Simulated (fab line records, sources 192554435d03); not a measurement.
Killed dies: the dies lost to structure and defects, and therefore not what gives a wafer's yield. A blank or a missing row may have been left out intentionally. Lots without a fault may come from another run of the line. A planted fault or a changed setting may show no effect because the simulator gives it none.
Which tool was responsible? :: flow n5-finfet :: 10 lots with 30 wafers sampled at 5 steps, on a route of 1938 steps

## WHAT THE GAUGES SHOWED, per wafer
N5_BEOL_M4_RC_MEAS_101. Usual: DIBL_N 36.4 mV/V, standard deviation 1.5; DIBL_P 36.6 mV/V, standard deviation 1.9; IOFF_N 0.155 nA/um, standard deviation 0.021; IOFF_P 0.211 nA/um, standard deviation 0.028; ION_N 671 uA/um, standard deviation 8.6; ION_P 462 uA/um, standard deviation 5.8; SS_N 71.5 mV/dec, standard deviation 0.5; SS_P 73.4 mV/dec, standard deviation 0.58; VT_N 250.1 mV, standard deviation 2.4; VT_P -250.1 mV, standard deviation 3.
lot: L270
measured: day 8 08:29
on: prober-01
DIBL_N (mV/V): 35.7 36.7 35.8
DIBL_P (mV/V): 35.7 36.6 35.5
IOFF_N (nA/um): 0.152 0.157 0.149
IOFF_P (nA/um): 0.207 0.215 0.198
ION_N (uA/um): 677 676 664
ION_P (uA/um): 464 468 460
SS_N (mV/dec): 71.3 71.8 71.7
SS_P (mV/dec): 73.3 73.8 74.5
VT_N (mV): 249.9 249.4 251.1
VT_P (mV): -250.3 -251.7 -249.5
flag: 

lot: L272
measured: day 8 18:28
on: prober-01
DIBL_N (mV/V): 37.2 38.2 34.9
DIBL_P (mV/V): 39.2 39.4 36.1
IOFF_N (nA/um): 0.161 0.176 0.127
IOFF_P (nA/um): 0.217 0.220 0.173
ION_N (uA/um): 673 674 660
ION_P (uA/um): 462 460 453
SS_N (mV/dec): 71.3 72.0 71.1
SS_P (mV/dec): 73.6 73.9 72.8
VT_N (mV): 252.4 250.6 256.3
VT_P (mV): -251.4 -250.6 -252.3
flag: 

lot: L278
measured: day 10 08:18
on: prober-02
DIBL_N (mV/V): 37.3 36.9 38.4
DIBL_P (mV/V): 36.8 34.5 37.2
IOFF_N (nA/um): 0.157 0.142 0.170
IOFF_P (nA/um): 0.208 0.175 0.222
ION_N (uA/um): 676 670 679
ION_P (uA/um): 460 454 466
SS_N (mV/dec): 71.5 71.5 71.0
SS_P (mV/dec): 73.1 72.3 73.1
VT_N (mV): 250.6 249.8 250.6
VT_P (mV): -246.9 -251.8 -248.8
flag: 

lot: L281
measured: day 10 20:49
on: prober-01
DIBL_N (mV/V): 34.5 38.3 37.3
DIBL_P (mV/V): 32.8 37.4 35.7
IOFF_N (nA/um): 0.128 0.196 0.183
IOFF_P (nA/um): 0.193 0.279 0.255
ION_N (uA/um): 666 681 686
ION_P (uA/um): 461 475 479
SS_N (mV/dec): 70.5 71.3 72.2
SS_P (mV/dec): 73.8 73.9 73.6
VT_N (mV): 250.2 242.4 245.2
VT_P (mV): -249.4 -240.7 -242.6
flag: 

lot: L285
measured: day 12 09:46
on: prober-01
DIBL_N (mV/V): 37.8 37.2 38.3
DIBL_P (mV/V): 37.5 37.3 38.4
IOFF_N (nA/um): 0.159 0.150 0.170
IOFF_P (nA/um): 0.239 0.241 0.261
ION_N (uA/um): 669 666 671
ION_P (uA/um): 463 462 472
SS_N (mV/dec): 72.0 71.5 71.9
SS_P (mV/dec): 73.7 73.4 73.5
VT_N (mV): 249.8 249.8 249.3
VT_P (mV): -249.8 -250.1 -246.2
flag: 

lot: L286
measured: day 12 04:40
on: prober-01
DIBL_N (mV/V): 37.4 37.3 37.6
DIBL_P (mV/V): 37.4 37.4 37.9
IOFF_N (nA/um): 0.166 0.158 0.168
IOFF_P (nA/um): 0.217 0.216 0.227
ION_N (uA/um): 674 661 669
ION_P (uA/um): 456 459 466
SS_N (mV/dec): 72.4 72.3 71.7
SS_P (mV/dec): 73.7 73.1 73.4
VT_N (mV): 249.7 250.1 249.9
VT_P (mV): -250.0 -250.7 -247.7
flag: 

lot: L288
measured: day 12 16:26
on: prober-01
DIBL_N (mV/V): 36.9 37.9 37.3
DIBL_P (mV/V): 37.4 38.6 37.8
IOFF_N (nA/um): 0.162 0.187 0.172
IOFF_P (nA/um): 0.222 0.219 0.210
ION_N (uA/um): 665 687 677
ION_P (uA/um): 459 461 460
SS_N (mV/dec): 71.8 71.9 71.3
SS_P (mV/dec): 73.5 73.7 73.6
VT_N (mV): 252.4 247.2 247.5
VT_P (mV): -247.9 -250.4 -250.5
flag: 

lot: L289
measured: day 12 20:07
on: prober-01
DIBL_N (mV/V): 36.4 37.1 36.7
DIBL_P (mV/V): 36.8 38.9 38.0
IOFF_N (nA/um): 0.152 0.178 0.159
IOFF_P (nA/um): 0.196 0.232 0.208
ION_N (uA/um): 666 673 666
ION_P (uA/um): 456 466 453
SS_N (mV/dec): 71.5 71.9 72.0
SS_P (mV/dec): 73.4 74.6 74.0
VT_N (mV): 249.8 247.1 249.9
VT_P (mV): -251.5 -249.2 -247.8
flag: 

lot: L290
measured: day 13 15:49
on: prober-01
DIBL_N (mV/V): 39.8 39.0 38.5
DIBL_P (mV/V): 41.7 41.0 39.3
IOFF_N (nA/um): 0.233 0.208 0.171
IOFF_P (nA/um): 0.282 0.272 0.232
ION_N (uA/um): 702 686 672
ION_P (uA/um): 480 467 463
SS_N (mV/dec): 72.2 72.0 71.9
SS_P (mV/dec): 74.6 74.7 73.8
VT_N (mV): 243.9 247.7 251.6
VT_P (mV): -246.3 -247.1 -249.3
flag: 

lot: L291
measured: day 13 09:25
on: prober-01
DIBL_N (mV/V): 32.6 34.9 34.2
DIBL_P (mV/V): 33.7 35.5 34.8
IOFF_N (nA/um): 0.128 0.152 0.143
IOFF_P (nA/um): 0.168 0.209 0.188
ION_N (uA/um): 670 677 679
ION_P (uA/um): 469 471 467
SS_N (mV/dec): 71.4 71.3 71.7
SS_P (mV/dec): 72.8 73.7 73.1
VT_N (mV): 252.5 249.9 251.6
VT_P (mV): -250.6 -246.6 -253.1
flag: 

## WHAT TOOL EACH LOT RAN ON (gives the tool, then ch and the chambers of the sampled wafers, and finally the start)
lot: L270
N5_FIN_CUT_CUT_ETCH_15: rie-si-05 ch 0,1,3, day 2 09:26
N5_STI_FIN_REVEAL_ETCH_34: rie-si-06 ch 0,1,3, day 2 18:09
N5_STI_FIN_REVEAL_OXIDATION_31: plasma-asher-01 ch 0,1, day 2 18:13
N5_STI_FIN_REVEAL_OXIDATION_33: plasma-asher-02 ch 0,1, day 2 18:34

lot: L272
N5_FIN_CUT_CUT_ETCH_15: rie-si-01 ch 0,3, day 2 21:56
N5_STI_FIN_REVEAL_ETCH_34: rie-si-04 ch 0,3, day 3 07:29
N5_STI_FIN_REVEAL_OXIDATION_31: plasma-asher-02 ch 0,1, day 3 07:33
N5_STI_FIN_REVEAL_OXIDATION_33: plasma-asher-01 ch 0,1, day 3 08:03

lot: L278
N5_FIN_CUT_CUT_ETCH_15: rie-si-03 ch 0,1, day 4 09:50
N5_STI_FIN_REVEAL_ETCH_34: rie-si-02 ch 0,1, day 4 18:42
N5_STI_FIN_REVEAL_OXIDATION_31: plasma-asher-02 ch 0,1, day 4 18:46
N5_STI_FIN_REVEAL_OXIDATION_33: plasma-asher-02 ch 0,1, day 4 19:07

lot: L281
N5_FIN_CUT_CUT_ETCH_15: rie-si-05 ch 0,3, day 5 05:53
N5_STI_FIN_REVEAL_ETCH_34: rie-si-02 ch 0,1,3, day 5 14:15
N5_STI_FIN_REVEAL_OXIDATION_31: plasma-asher-02 ch 0,1, day 5 14:19
N5_STI_FIN_REVEAL_OXIDATION_33: plasma-asher-01 ch 0,1, day 5 14:40

lot: L285
N5_FIN_CUT_CUT_ETCH_15: rie-si-05 ch 1,2, day 6 05:40
N5_STI_FIN_REVEAL_ETCH_34: rie-si-04 ch 0,1,3, day 6 14:14
N5_STI_FIN_REVEAL_OXIDATION_31: plasma-asher-02 ch 0,1, day 6 14:17
N5_STI_FIN_REVEAL_OXIDATION_33: plasma-asher-02 ch 0,1, day 6 14:38

lot: L286
N5_FIN_CUT_CUT_ETCH_15: rie-si-05 ch 2,3, day 6 10:20
N5_STI_FIN_REVEAL_ETCH_34: rie-si-06 ch 1,2,3, day 6 18:46
N5_STI_FIN_REVEAL_OXIDATION_31: plasma-asher-02 ch 0,1, day 6 18:50
N5_STI_FIN_REVEAL_OXIDATION_33: plasma-asher-02 ch 0,1, day 6 19:21

lot: L288
N5_FIN_CUT_CUT_ETCH_15: rie-si-03 ch 0,1,2, day 6 23:21
N5_STI_FIN_REVEAL_ETCH_34: rie-si-04 ch 0,2, day 7 07:43
N5_STI_FIN_REVEAL_OXIDATION_31: plasma-asher-02 ch 0,1, day 7 07:46
N5_STI_FIN_REVEAL_OXIDATION_33: plasma-asher-02 ch 0,1, day 7 08:19

lot: L289
N5_FIN_CUT_CUT_ETCH_15: rie-si-05 ch 1,3, day 7 04:12
N5_STI_FIN_REVEAL_ETCH_34: rie-si-04 ch 0,1,2, day 7 12:30
N5_STI_FIN_REVEAL_OXIDATION_31: plasma-asher-02 ch 0, day 7 12:35
N5_STI_FIN_REVEAL_OXIDATION_33: plasma-asher-02 ch 0,1, day 7 13:01

lot: L290
N5_FIN_CUT_CUT_ETCH_15: rie-si-03 ch 1,2, day 7 11:19
N5_STI_FIN_REVEAL_ETCH_34: rie-si-04 ch 2,3, day 7 19:40
N5_STI_FIN_REVEAL_OXIDATION_31: plasma-asher-02 ch 0,1, day 7 19:43
N5_STI_FIN_REVEAL_OXIDATION_33: plasma-asher-01 ch 0, day 7 20:04

lot: L291
N5_FIN_CUT_CUT_ETCH_15: rie-si-03 ch 0,2, day 7 16:29
N5_STI_FIN_REVEAL_ETCH_34: rie-si-06 ch 1,2,3, day 8 01:41
N5_STI_FIN_REVEAL_OXIDATION_31: plasma-asher-02 ch 0,1, day 8 01:44
N5_STI_FIN_REVEAL_OXIDATION_33: plasma-asher-01 ch 0,1, day 8 02:06
- N5_FIN_CUT_CUT_ETCH_15: etches Si in HBr/Cl2/O2, target depth 100 nm, bt time 10 s, time 42.4 s.
- N5_STI_FIN_REVEAL_ETCH_34: etches Si in H2, material Si, target depth 0.97 nm.
- N5_STI_FIN_REVEAL_OXIDATION_31: chemistry O2 PLASMA REMOTE, time 20 s.
- N5_STI_FIN_REVEAL_OXIDATION_33: chemistry O2 PLASMA REMOTE, time 20 s.

## WHAT THE TOOLS THEMSELVES READ (means of the sampled wafers that have a number; where no wafer has one, the mark that the record gives instead)
N5_FIN_CUT_CUT_ETCH_15. Usual: drypump-motor-current-A 5.7 A, standard deviation 0.43; mfc-cl2-sccm 79.98 sccm, standard deviation 0.24; oes-product-au 1.000 a.u., standard deviation 0.012; throttle-valve-pct 37.1 %, standard deviation 0.31.
lot: L270
tool: rie-si-05
drypump-motor-current-A (A): 6.2
mfc-cl2-sccm (sccm): 80.09
oes-product-au (a.u.): 0.995
throttle-valve-pct (%): 37.1
flag: 

lot: L272
tool: rie-si-01
drypump-motor-current-A (A): 5.5
mfc-cl2-sccm (sccm): 80.22
oes-product-au (a.u.): 1.007
throttle-valve-pct (%): 37.0
flag: 

lot: L278
tool: rie-si-03
drypump-motor-current-A (A): 5.6
mfc-cl2-sccm (sccm): 79.93
oes-product-au (a.u.): 1.006
throttle-valve-pct (%): 37.5
flag: 

lot: L281
tool: rie-si-05
drypump-motor-current-A (A): 6.4
mfc-cl2-sccm (sccm): 79.94
oes-product-au (a.u.): 1.003
throttle-valve-pct (%): 37.3
flag: 

lot: L285
tool: rie-si-05
drypump-motor-current-A (A): 5.6
mfc-cl2-sccm (sccm): 80.02
oes-product-au (a.u.): 0.988
throttle-valve-pct (%): 36.9
flag: 

lot: L286
tool: rie-si-05
drypump-motor-current-A (A): 5.9
mfc-cl2-sccm (sccm): 80.00
oes-product-au (a.u.): 0.992
throttle-valve-pct (%): 37.2
flag: 

lot: L288
tool: rie-si-03
drypump-motor-current-A (A): 5.5
mfc-cl2-sccm (sccm): 80.13
oes-product-au (a.u.): 1.007
throttle-valve-pct (%): 37.2
flag: 

lot: L289
tool: rie-si-05
drypump-motor-current-A (A): 6.2
mfc-cl2-sccm (sccm): 79.75
oes-product-au (a.u.): 0.990
throttle-valve-pct (%): 36.7
flag: 

lot: L290
tool: rie-si-03
drypump-motor-current-A (A): 5.5
mfc-cl2-sccm (sccm): 80.01
oes-product-au (a.u.): 1.006
throttle-valve-pct (%): 37.0
flag: 

lot: L291
tool: rie-si-03
drypump-motor-current-A (A): 5.5
mfc-cl2-sccm (sccm): 80.23
oes-product-au (a.u.): 1.009
throttle-valve-pct (%): 37.0
flag: 

N5_STI_FIN_REVEAL_ETCH_34. Usual: drypump-motor-current-A 5.8 A, standard deviation 0.46; oes-product-au 1.006 a.u., standard deviation 0.014; throttle-valve-pct 25.8 %, standard deviation 0.48.
lot: L270
tool: rie-si-06
drypump-motor-current-A (A): 5.7
oes-product-au (a.u.): 1.008
throttle-valve-pct (%): 25.7
flag: 

lot: L272
tool: rie-si-04
drypump-motor-current-A (A): 5.8
oes-product-au (a.u.): 1.006
throttle-valve-pct (%): 25.8
flag: 

lot: L278
tool: rie-si-02
drypump-motor-current-A (A): 6.0
oes-product-au (a.u.): 0.999
throttle-valve-pct (%): 25.4
flag: 

lot: L281
tool: rie-si-02
drypump-motor-current-A (A): 5.8
oes-product-au (a.u.): 1.001
throttle-valve-pct (%): 25.8
flag: 

lot: L285
tool: rie-si-04
drypump-motor-current-A (A): 6.1
oes-product-au (a.u.): 1.003
throttle-valve-pct (%): 26.0
flag: 

lot: L286
tool: rie-si-06
drypump-motor-current-A (A): 5.3
oes-product-au (a.u.): 0.990
throttle-valve-pct (%): 25.5
flag: 

lot: L288
tool: rie-si-04
drypump-motor-current-A (A): 5.8
oes-product-au (a.u.): 1.004
throttle-valve-pct (%): 25.7
flag: 

lot: L289
tool: rie-si-04
drypump-motor-current-A (A): 6.0
oes-product-au (a.u.): 1.012
throttle-valve-pct (%): 26.0
flag: 

lot: L290
tool: rie-si-04
drypump-motor-current-A (A): 5.9
oes-product-au (a.u.): 1.006
throttle-valve-pct (%): 25.4
flag: 

lot: L291
tool: rie-si-06
drypump-motor-current-A (A): 5.3
oes-product-au (a.u.): 0.999
throttle-valve-pct (%): 25.5
flag: 

N5_STI_FIN_REVEAL_OXIDATION_31. Usual: drypump-motor-current-A 5.7 A, standard deviation 0.58; heater-power-w 140 W, standard deviation 9.3; temp-c 150.04 C, standard deviation 0.15; temp-c-max 150.9, standard deviation 0.34.
lot: L270
tool: plasma-asher-01
drypump-motor-current-A (A): 5.4
heater-power-w (W): 140
temp-c (C): 150.16
temp-c-max: 151.6
flag: 

lot: L272
tool: plasma-asher-02
drypump-motor-current-A (A): 5.8
heater-power-w (W): 145
temp-c (C): 150.20
temp-c-max: 150.8
flag: 

lot: L278
tool: plasma-asher-02
drypump-motor-current-A (A): 5.8
heater-power-w (W): 145
temp-c (C): 150.08
temp-c-max: 150.8
flag: 

lot: L281
tool: plasma-asher-02
drypump-motor-current-A (A): 5.8
heater-power-w (W): 145
temp-c (C): 149.95
temp-c-max: 150.6
flag: 

lot: L285
tool: plasma-asher-02
drypump-motor-current-A (A): 5.8
heater-power-w (W): 146
temp-c (C): 149.93
temp-c-max: 150.7
flag: 

lot: L286
tool: plasma-asher-02
drypump-motor-current-A (A): 5.8
heater-power-w (W): 146
temp-c (C): 150.18
temp-c-max: 150.7
flag: 

lot: L288
tool: plasma-asher-02
drypump-motor-current-A (A): 5.8
heater-power-w (W): 146
temp-c (C): 150.08
temp-c-max: 150.8
flag: 

lot: L289
tool: plasma-asher-02
drypump-motor-current-A (A): 6.4
heater-power-w (W): 128
temp-c (C): 149.90
temp-c-max: 150.6
flag: 

lot: L290
tool: plasma-asher-02
drypump-motor-current-A (A): 5.8
heater-power-w (W): 145
temp-c (C): 149.97
temp-c-max: 150.6
flag: 

lot: L291
tool: plasma-asher-02
drypump-motor-current-A (A): 6.1
heater-power-w (W): 138
temp-c (C): 149.90
temp-c-max: 150.6
flag: 

N5_STI_FIN_REVEAL_OXIDATION_33. Usual: drypump-motor-current-A 5.6 A, standard deviation 0.59; heater-power-w 140 W, standard deviation 9.1; temp-c 150.00 C, standard deviation 0.16; temp-c-max 150.9, standard deviation 0.38.
lot: L270
tool: plasma-asher-02
drypump-motor-current-A (A): 5.8
heater-power-w (W): 145
temp-c (C): 150.03
temp-c-max: 150.7
flag: 

lot: L272
tool: plasma-asher-01
drypump-motor-current-A (A): 5.0
heater-power-w (W): 138
temp-c (C): 149.86
temp-c-max: 151.2
flag: 

lot: L278
tool: plasma-asher-02
drypump-motor-current-A (A): 5.8
heater-power-w (W): 145
temp-c (C): 150.04
temp-c-max: 150.6
flag: 

lot: L281
tool: plasma-asher-01
drypump-motor-current-A (A): 5.0
heater-power-w (W): 138
temp-c (C): 149.97
temp-c-max: 151.1
flag: 

lot: L285
tool: plasma-asher-02
drypump-motor-current-A (A): 5.8
heater-power-w (W): 141
temp-c (C): 148.24
temp-c-max: 148.8
flag: OFF

lot: L286
tool: plasma-asher-02
drypump-motor-current-A (A): 6.1
heater-power-w (W): 135
temp-c (C): 148.16
temp-c-max: 148.7
flag: OFF

lot: L288
tool: plasma-asher-02
drypump-motor-current-A (A): 6.1
heater-power-w (W): 135
temp-c (C): 148.20
temp-c-max: 148.8
flag: OFF

lot: L289
tool: plasma-asher-02
drypump-motor-current-A (A): 6.1
heater-power-w (W): 133
temp-c (C): 147.99
temp-c-max: 148.6
flag: OFF

lot: L290
tool: plasma-asher-01
drypump-motor-current-A (A): 5.7
heater-power-w (W): 141
temp-c (C): 150.10
temp-c-max: 151.7
flag: 

lot: L291
tool: plasma-asher-01
drypump-motor-current-A (A): 5.0
heater-power-w (W): 139
temp-c (C): 149.99
temp-c-max: 151.1
flag: 

## THE ANSWER, worked out from the rows above alone
Rule: a lot is off if the mean of its wafers that have a number lies more than 3 standard deviations from the usual mean. A lot without any number at a reading at which 4 lots or more have one is off too. All remaining lots with rows at the step are treated as sound. After the gauges, taken in route order, come the tools' own readings; for these a lot's mean is taken, as printed above. The first step at which some lot is off is used, and at that step the reading that is off furthest; a lot without a number counts as furthest.
Off: L285, L286, L288, L289 (N5_STI_FIN_REVEAL_OXIDATION_33, temp-c).
A tool fits if, at that step or a process step before it, it ran every lot that is off, and no sound lot after the first of them. One fits: N5_STI_FIN_REVEAL_OXIDATION_33 on plasma-asher-02. Its last sound lot is L278 (day 4 19:07), its first lot that is off L285 (day 6 14:38): a fault that began between those two fits.
The tool's own readings at N5_STI_FIN_REVEAL_OXIDATION_33 bear it out: on the lots that are off they differ by more than 5 times the standard deviation of the sound lots' means. temp-c reads 148.15 C there against 150.00 C on the sound lots; temp-c-max reads 148.7 there against 151.1 on the sound lots.

## WHAT HAD BEEN PUT IN BY THE SIMULATOR
Process parameter drift: plasma-asher-02, from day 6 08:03 on, at N5_STI_FIN_REVEAL_OXIDATION_33. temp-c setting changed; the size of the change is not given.
Struck lots among those shown: L286, L285, L288, L289. The same result came from the rule above.
